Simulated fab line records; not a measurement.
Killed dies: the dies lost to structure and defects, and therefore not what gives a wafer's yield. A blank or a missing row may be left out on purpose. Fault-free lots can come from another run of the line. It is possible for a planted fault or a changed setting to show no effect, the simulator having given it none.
Which tool is to blame? || flow n5 finfet || 10 lots with 29 wafers sampled at 6 steps, on a route of 1938 steps

== WHAT EACH GAUGE READ, for each wafer ==
N5_STI_FIN_REVEAL_CD_MEAS_22: target cd 6.238 nm, pitch 28 nm.
{"lot": "L494", "measured": "day 2 18:26", "on": "cd sem-02", "cd nm (nm)": "6.29 5.89 5.68"}
{"lot": "L495", "measured": "day 3 01:53", "on": "cd sem-03", "cd nm (nm)": "6.48 6.04 5.75"}
{"lot": "L498", "measured": "day 3 19:23", "on": "cd sem-02", "cd nm (nm)": "5.97 6.39 6.15"}
{"lot": "L499", "measured": "day 4 01:04", "on": "cd sem-03", "cd nm (nm)": "6.48 6.52 6.38"}
{"lot": "L503", "measured": "day 5 04:12", "on": "cd sem-02", "cd nm (nm)": "6.07 6.99 6.39"}
{"lot": "L505", "measured": "day 5 16:01", "on": "cd sem-02", "cd nm (nm)": "6.24 6.13"}
{"lot": "L513", "measured": "day 7 16:33", "on": "cd sem-02", "cd nm (nm)": "6.42 6.53 6.40"}
{"lot": "L514", "measured": "day 7 21:04", "on": "cd sem-03", "cd nm (nm)": "6.31 6.59 6.60"}
{"lot": "L515", "measured": "day 8 04:20", "on": "cd sem-03", "cd nm (nm)": "6.43 6.40 6.07"}
{"lot": "L516", "measured": "day 8 10:43", "on": "cd sem-02", "cd nm (nm)": "6.16 5.95 6.07"}

N5_STI_FIN_REVEAL_FIN_H_MEAS_10.
{"lot": "L494", "measured": "day 2 18:28", "on": "ocd-01", "trench depth nm (nm)": "53.2 51.1 53.0"}
{"lot": "L495", "measured": "day 3 01:55", "on": "ocd-02", "trench depth nm (nm)": "50.8 52.6 52.6"}
{"lot": "L498", "measured": "day 3 19:25", "on": "ocd-02", "trench depth nm (nm)": "51.5 51.1 52.1"}
{"lot": "L499", "measured": "day 4 01:05", "on": "ocd-02", "trench depth nm (nm)": "51.0 51.9 51.1"}
{"lot": "L503", "measured": "day 5 04:14", "on": "ocd-01", "trench depth nm (nm)": "50.7 51.9 41.0"}
{"lot": "L505", "measured": "day 5 16:03", "on": "ocd-01", "trench depth nm (nm)": "52.7 52.0"}
{"lot": "L513", "measured": "day 7 16:35", "on": "ocd-02", "trench depth nm (nm)": "52.5 51.6 52.0"}
{"lot": "L514", "measured": "day 7 21:06", "on": "ocd-02", "trench depth nm (nm)": "51.0 51.3 51.0"}
{"lot": "L515", "measured": "day 8 04:22", "on": "ocd-02", "trench depth nm (nm)": "52.9 52.4 52.9"}
{"lot": "L516", "measured": "day 8 10:45", "on": "ocd-02", "trench depth nm (nm)": "53.3 53.7 53.0"}

N5_BEOL_M4_RC_MEAS_101.
{"lot": "L494", "measured": "day 8 04:22", "on": "prober-02", "DIBL_N (mV/V)": "35.3 34.0 35.9", "DIBL_P (mV/V)": "37.7 35.3 37.8", "IOFF_N (nA/um)": "0.15 0.13 0.16", "IOFF_P (nA/um)": "0.21 0.18 0.22", "ION_N (uA/um)": "681 657 688", "ION_P (uA/um)": "472 456 467", "SS_N (mV/dec)": "70.8 70.9 70.8", "SS_P (mV/dec)": "73.5 73.1 73.5", "VT_N (mV)": "250 253 251", "VT_P (mV)": "-250 -252 -249"}
{"lot": "L495", "measured": "day 8 14:21", "on": "prober-02", "DIBL_N (mV/V)": "36.6 33.5 35.1", "DIBL_P (mV/V)": "35.9 32.5 35.4", "IOFF_N (nA/um)": "0.17 0.11 0.15", "IOFF_P (nA/um)": "0.19 0.15 0.18", "ION_N (uA/um)": "673 657 676", "ION_P (uA/um)": "449 450 457", "SS_N (mV/dec)": "71.5 70.8 71.1", "SS_P (mV/dec)": "73.4 71.8 72.0", "VT_N (mV)": "250 252 250", "VT_P (mV)": "-251 -254 -251"}
{"lot": "L498", "measured": "day 9 22:53", "on": "prober-02", "DIBL_N (mV/V)": "35.2 36.6 34.1", "DIBL_P (mV/V)": "35.6 37.7 34.7", "IOFF_N (nA/um)": "0.13 0.16 0.12", "IOFF_P (nA/um)": "0.18 0.22 0.16", "ION_N (uA/um)": "658 671 672", "ION_P (uA/um)": "448 462 462", "SS_N (mV/dec)": "72.0 72.2 71.5", "SS_P (mV/dec)": "73.5 73.9 73.3", "VT_N (mV)": "252 248 252", "VT_P (mV)": "-258 -254 -255"}
{"lot": "L499", "measured": "day 9 11:10", "on": "prober-02", "DIBL_N (mV/V)": "36.7 38.2 37.1", "DIBL_P (mV/V)": "36.8 39.8 37.2", "IOFF_N (nA/um)": "0.15 0.19 0.15", "IOFF_P (nA/um)": "0.18 0.24 0.20", "ION_N (uA/um)": "670 684 666", "ION_P (uA/um)": "456 464 458", "SS_N (mV/dec)": "70.9 71.9 70.8", "SS_P (mV/dec)": "73.6 73.7 73.7", "VT_N (mV)": "252 248 251", "VT_P (mV)": "-256 -250 -253"}
{"lot": "L503", "measured": "day 10 22:18", "on": "prober-01", "DIBL_N (mV/V)": "36.8 37.4 38.1", "DIBL_P (mV/V)": "36.0 37.1 37.7", "IOFF_N (nA/um)": "0.13 0.16 0.18", "IOFF_P (nA/um)": "0.19 0.21 0.24", "ION_N (uA/um)": "653 679 680", "ION_P (uA/um)": "450 465 473", "SS_N (mV/dec)": "72.2 71.1 72.2", "SS_P (mV/dec)": "72.7 73.3 73.7", "VT_N (mV)": "256 248 249", "VT_P (mV)": "-252 -253 -250"}
{"lot": "L505", "measured": "day 11 03:49", "on": "prober-02", "DIBL_N (mV/V)": "35.2 32.4", "DIBL_P (mV/V)": "36.3 32.3", "IOFF_N (nA/um)": "0.16 0.11", "IOFF_P (nA/um)": "0.22 0.17", "ION_N (uA/um)": "689 650", "ION_P (uA/um)": "471 456", "SS_N (mV/dec)": "71.2 71.5", "SS_P (mV/dec)": "74.0 72.7", "VT_N (mV)": "249 256", "VT_P (mV)": "-249 -249"}
{"lot": "L513", "measured": "day 13 04:31", "on": "prober-01", "DIBL_N (mV/V)": "36.6 37.2 38.2", "DIBL_P (mV/V)": "37.1 37.5 39.3", "IOFF_N (nA/um)": "0.16 0.16 0.21", "IOFF_P (nA/um)": "0.25 0.26 0.30", "ION_N (uA/um)": "684 673 702", "ION_P (uA/um)": "476 470 484", "SS_N (mV/dec)": "71.8 71.3 71.5", "SS_P (mV/dec)": "72.6 73.7 73.6", "VT_N (mV)": "248 251 244", "VT_P (mV)": "-247 -247 -246"}
{"lot": "L514", "measured": "day 13 15:16", "on": "prober-01", "DIBL_N (mV/V)": "36.2 34.7 34.8", "DIBL_P (mV/V)": "34.7 33.7 33.1", "IOFF_N (nA/um)": "0.17 0.14 0.15", "IOFF_P (nA/um)": "0.22 0.20 0.19", "ION_N (uA/um)": "680 669 662", "ION_P (uA/um)": "459 466 458", "SS_N (mV/dec)": "71.8 71.2 71.2", "SS_P (mV/dec)": "73.0 72.9 71.8", "VT_N (mV)": "247 249 250", "VT_P (mV)": "-251 -251 -250"}
{"lot": "L515", "measured": "day 13 20:48", "on": "prober-02", "DIBL_N (mV/V)": "35.1 37.9 37.0", "DIBL_P (mV/V)": "35.2 37.1 36.8", "IOFF_N (nA/um)": "0.14 0.18 0.16", "IOFF_P (nA/um)": "0.21 0.24 0.24", "ION_N (uA/um)": "684 691 678", "ION_P (uA/um)": "470 473 470", "SS_N (mV/dec)": "71.1 71.3 71.6", "SS_P (mV/dec)": "72.6 74.2 73.5", "VT_N (mV)": "247 248 248", "VT_P (mV)": "-248 -248 -248"}
{"lot": "L516", "measured": "day 14 09:07", "on": "prober-02", "DIBL_N (mV/V)": "35.7 35.4 35.6", "DIBL_P (mV/V)": "35.5 35.8 36.1", "IOFF_N (nA/um)": "0.13 0.13 0.14", "IOFF_P (nA/um)": "0.15 0.15 0.15", "ION_N (uA/um)": "676 678 675", "ION_P (uA/um)": "456 464 452", "SS_N (mV/dec)": "70.6 70.6 71.2", "SS_P (mV/dec)": "73.4 72.5 73.0", "VT_N (mV)": "250 254 249", "VT_P (mV)": "-258 -259 -256"}

== EACH LOT AND THE TOOL THAT RAN IT (in order: tool; ch and the chambers of the sampled wafers; start) ==
{"lot": "L494", "N5_FIN_CUT_PRECLEAN_35": "vapor etch-01 ch 1, day 2 09:28", "N5_STI_FIN_REVEAL_ALD_14": "ald sin-01 ch 2,3, day 2 09:55", "N5_STI_FIN_REVEAL_RECESS_09": "vapor etch-02 ch 0,1, day 2 15:44"}
{"lot": "L495", "N5_FIN_CUT_PRECLEAN_35": "vapor etch-01 ch 0,1, day 2 15:38", "N5_STI_FIN_REVEAL_ALD_14": "ald sin-01 ch 1,2,3, day 2 16:30", "N5_STI_FIN_REVEAL_RECESS_09": "vapor etch-01 ch 0,1, day 2 23:13"}
{"lot": "L498", "N5_FIN_CUT_PRECLEAN_35": "vapor etch-01 ch 0, day 3 09:57", "N5_STI_FIN_REVEAL_ALD_14": "ald sin-01 ch 0,1,2, day 3 10:24", "N5_STI_FIN_REVEAL_RECESS_09": "vapor etch-02 ch 0,1, day 3 16:34"}
{"lot": "L499", "N5_FIN_CUT_PRECLEAN_35": "vapor etch-01 ch 0,1, day 3 15:49", "N5_STI_FIN_REVEAL_ALD_14": "ald sin-02 ch 0,3, day 3 16:17", "N5_STI_FIN_REVEAL_RECESS_09": "vapor etch-02 ch 0,1, day 3 22:23"}
{"lot": "L503", "N5_FIN_CUT_PRECLEAN_35": "vapor etch-02 ch 0,1, day 4 18:34", "N5_STI_FIN_REVEAL_ALD_14": "ald sin-04 ch 0,2,3, day 4 19:01", "N5_STI_FIN_REVEAL_RECESS_09": "vapor etch-02 ch 0,1, day 5 01:31"}
{"lot": "L505", "N5_FIN_CUT_PRECLEAN_35": "vapor etch-01 ch 1, day 5 06:46", "N5_STI_FIN_REVEAL_ALD_14": "ald sin-02 ch 2,3, day 5 07:14", "N5_STI_FIN_REVEAL_RECESS_09": "vapor etch-02 ch 0,1, day 5 13:20"}
{"lot": "L513", "N5_FIN_CUT_PRECLEAN_35": "vapor etch-02 ch 0,1, day 7 07:11", "N5_STI_FIN_REVEAL_ALD_14": "ald sin-01 ch 1,3, day 7 07:43", "N5_STI_FIN_REVEAL_RECESS_09": "vapor etch-01 ch 0,1, day 7 13:33"}
{"lot": "L514", "N5_FIN_CUT_PRECLEAN_35": "vapor etch-02 ch 0,1, day 7 11:51", "N5_STI_FIN_REVEAL_ALD_14": "ald sin-02 ch 0,1,3, day 7 12:20", "N5_STI_FIN_REVEAL_RECESS_09": "vapor etch-02 ch 0,1, day 7 18:17"}
{"lot": "L515", "N5_FIN_CUT_PRECLEAN_35": "vapor etch-01 ch 0,1, day 7 19:10", "N5_STI_FIN_REVEAL_ALD_14": "ald sin-04 ch 0,1,2, day 7 19:41", "N5_STI_FIN_REVEAL_RECESS_09": "vapor etch-01 ch 1, day 8 01:32"}
{"lot": "L516", "N5_FIN_CUT_PRECLEAN_35": "vapor etch-02 ch 0,1, day 8 01:29", "N5_STI_FIN_REVEAL_ALD_14": "ald sin-02 ch 0,1,3, day 8 02:06", "N5_STI_FIN_REVEAL_RECESS_09": "vapor etch-02 ch 0,1, day 8 07:55"}
- N5_FIN_CUT_PRECLEAN_35: cleans in vHF, time 13.3 s.
- N5_STI_FIN_REVEAL_ALD_14: deposits Si3N4, target thk 3 nm.
- N5_STI_FIN_REVEAL_RECESS_09: chemistry HF/NH3, target SiO2, afs cycles 11, target depth 42.5 nm, sublimation time 60 s.

== WHAT THE TOOLS THEMSELVES READ (means of the sampled wafers that have a number; where no wafer has one, the mark that the record gives instead) ==
N5_FIN_CUT_PRECLEAN_35.
{"lot": "L494", "tool": "vapor etch-01", "drypump motor current A (A)": 5.53}
{"lot": "L495", "tool": "vapor etch-01", "drypump motor current A (A)": 5.59}
{"lot": "L498", "tool": "vapor etch-01", "drypump motor current A (A)": 5.68}
{"lot": "L499", "tool": "vapor etch-01", "drypump motor current A (A)": 5.65}
{"lot": "L503", "tool": "vapor etch-02", "drypump motor current A (A)": 6.05}
{"lot": "L505", "tool": "vapor etch-01", "drypump motor current A (A)": 5.56}
{"lot": "L513", "tool": "vapor etch-02", "drypump motor current A (A)": 6.05}
{"lot": "L514", "tool": "vapor etch-02", "drypump motor current A (A)": 6.09}
{"lot": "L515", "tool": "vapor etch-01", "drypump motor current A (A)": 5.65}
{"lot": "L516", "tool": "vapor etch-02", "drypump motor current A (A)": 6.06}

N5_STI_FIN_REVEAL_ALD_14.
{"lot": "L494", "tool": "ald sin-01", "heater power outer w (W)": 526, "heater power w (W)": 815}
{"lot": "L495", "tool": "ald sin-01", "heater power outer w (W)": 509, "heater power w (W)": 820}
{"lot": "L498", "tool": "ald sin-01", "heater power outer w (W)": 484, "heater power w (W)": 820}
{"lot": "L499", "tool": "ald sin-02", "heater power outer w (W)": 514, "heater power w (W)": 805}
{"lot": "L503", "tool": "ald sin-04", "heater power outer w (W)": 532, "heater power w (W)": 849}
{"lot": "L505", "tool": "ald sin-02", "heater power outer w (W)": 449, "heater power w (W)": 724}
{"lot": "L513", "tool": "ald sin-01", "heater power outer w (W)": 511, "heater power w (W)": 802}
{"lot": "L514", "tool": "ald sin-02", "heater power outer w (W)": 499, "heater power w (W)": 787}
{"lot": "L515", "tool": "ald sin-04", "heater power outer w (W)": 487, "heater power w (W)": 798}
{"lot": "L516", "tool": "ald sin-02", "heater power outer w (W)": 500, "heater power w (W)": 803}

N5_STI_FIN_REVEAL_RECESS_09.
{"lot": "L494", "tool": "vapor etch-02", "drypump motor current A (A)": 6.08}
{"lot": "L495", "tool": "vapor etch-01", "drypump motor current A (A)": 5.60}
{"lot": "L498", "tool": "vapor etch-02", "drypump motor current A (A)": 6.06}
{"lot": "L499", "tool": "vapor etch-02", "drypump motor current A (A)": 6.06}
{"lot": "L503", "tool": "vapor etch-02", "drypump motor current A (A)": 6.09}
{"lot": "L505", "tool": "vapor etch-02", "drypump motor current A (A)": 6.06}
{"lot": "L513", "tool": "vapor etch-01", "drypump motor current A (A)": 5.61}
{"lot": "L514", "tool": "vapor etch-02", "drypump motor current A (A)": 6.07}
{"lot": "L515", "tool": "vapor etch-01", "drypump motor current A (A)": 5.56}
{"lot": "L516", "tool": "vapor etch-02", "drypump motor current A (A)": 6.05}

== THE ANSWER, worked out from the rows above alone ==
Rule: usual is defined by the lots themselves. The widest of any qualifying gaps counts: lots, ordered by their means at a reading, are off when they make up no more than a third of the lots, leave a main group of 4 or more, and stand apart from it by 3 or more times the standard deviation of that group's means. Not used: any main group whose means are identical at the precision the tables above print for the reading. A lot without any number at a reading at which 4 lots or more have one is off too. Any other lot the step has rows for is counted as sound. First the gauges in route order, then the tools' own readings, where a lot's mean is used as printed above. At the first step where some lot is off, the reading lying furthest off is the one used; lots without a number count as furthest.
Off, at N5_STI_FIN_REVEAL_FIN_H_MEAS_10 on trench depth nm: L503. Mean 52.1 nm and standard deviation 0.67 in the main group.
If a tool, at a process step before that reading, ran all the lots that are off and no sound lot after the first of them, it fits. The gauges at N5_STI_FIN_REVEAL_FIN_H_MEAS_10 are tried like those tools. Of those tried, none fits.

== WHAT THE SIMULATOR HAD INSERTED ==
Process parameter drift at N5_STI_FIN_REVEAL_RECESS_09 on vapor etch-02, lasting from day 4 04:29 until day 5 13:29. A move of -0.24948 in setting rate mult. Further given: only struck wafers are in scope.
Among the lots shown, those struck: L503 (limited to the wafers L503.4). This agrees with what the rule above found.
